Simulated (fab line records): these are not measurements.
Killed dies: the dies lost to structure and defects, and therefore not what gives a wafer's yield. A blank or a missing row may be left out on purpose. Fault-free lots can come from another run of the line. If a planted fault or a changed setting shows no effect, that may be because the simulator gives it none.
Problem report in the 8D (eight disciplines) form, filled by code + flow nandHarc + the parts of the form that need people (team, actions taken, sign-off) are left out

1. THE ISSUE
cdNm at NHARC_P_CONTACT_CD_MEAS_12 reads a mean of 97.2 nm on 2 wafers of 2 lots; wafers without a fault read 89.8 nm with a standard deviation of 0.94. Relative to the usual mean, that is a shift of +7.9 standard deviations.
The step: target cd 90 nm.
First observed at day 9 08:49: wafer L589.1, on cdSem-01. The record holds 42 wafers of 14 lots with a number at this step. Rule for "out" (also "out of limits"): further than 4 standard deviations from the usual mean. All remaining wafers that have a number are taken as sound.

2. WHAT IT IS, AND WHAT IT ISN'T
| question                    | is                 | is not                                                                                                                     |
|-----------------------------|--------------------|----------------------------------------------------------------------------------------------------------------------------|
| which readings at this step | cdNm               | -                                                                                                                          |
| which lots                  | L589, L591         | L582, L583, L585, L593, L594, L596, L597, L598, L599, L601, L603, L604                                                     |
| which wafers of those lots  | L589.1, L591.4     | L589.2, L589.5, L591.3, L591.5                                                                                             |
| read on which gauges        | cdSem-01, cdSem-02 | cdSem-03                                                                                                                   |
| when                        | from day 9 08:49   | up to then (11 sound wafers); but 29 sound wafers of L591, L593, L594, L596, L597, L598, L599, L601, L603, L604 came after |

3. SUSPECTS, AND WHAT RULES EACH OUT
Counting: any tool at a process step up to the reading remains a suspect provided it ran every lot that is out. Sound lots after the first of them don't rule it out here, since some wafers of a struck lot are sound.
- the gauge at NHARC_P_CONTACT_CD_MEAS_12 is ruled out. 2 gauges (cdSem-01, cdSem-02) read the wafers that are out.
- lithoTrack-06 at NHARC_P_CONTACT_PEB_10 (peb time 65 s): kept. It ran every lot that is out, first L589 (day 9 08:44); its last sound lot up to then is L585 (day 7 15:37).
The count leaves lithoTrack-06 at NHARC_P_CONTACT_PEB_10.

4. THE CAUSE (what the simulator had put in)
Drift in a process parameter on lithoTrack-06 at NHARC_P_CONTACT_PEB_10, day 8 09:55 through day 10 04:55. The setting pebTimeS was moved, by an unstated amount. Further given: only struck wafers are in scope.
Counting left only this tool.

5. THE CHAIN OF EFFECTS, in route order
Rows list readings where the struck wafers' mean (over those with a number) sits beyond 3 standard deviations from the usual. Scope: only readings with a usual standard deviation given in the record; hours: median across lots of the time from each lot's start at the first step in this table that gives one to its start at this step; sigmas: change in usual standard deviations.
| hours | step                       | reading | usual   | on struck wafers | change | sigmas |
|-------|----------------------------|---------|---------|------------------|--------|--------|
| 0     | NHARC_P_CONTACT_CD_MEAS_12 | cdNm    | 89.8 nm | 97.2             | +7.5   | +7.9   |
| 1     | NHARC_P_CONTACT_CD_MEAS_19 | cdNm    | 89.1 nm | 96.5             | +7.4   | +3.7   |
At these later measuring or inspecting steps, every struck wafer for which the step has a row has a number for every such reading, and none has moved that far: NHARC_P_CONTACT_OVL_MEAS_13.

6. HOW IT WOULD HAVE BEEN CAUGHT EARLIER
23 hours passed between the start of the fault at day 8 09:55 and the first reading out of limits at a measuring or inspecting step in this record, taken at day 9 08:49.
L591, from the lots that are out (2), started NHARC_P_CONTACT_PEB_10 on lithoTrack-06 later than day 9 08:49. It would have been spared by a hold on the tool at that moment.
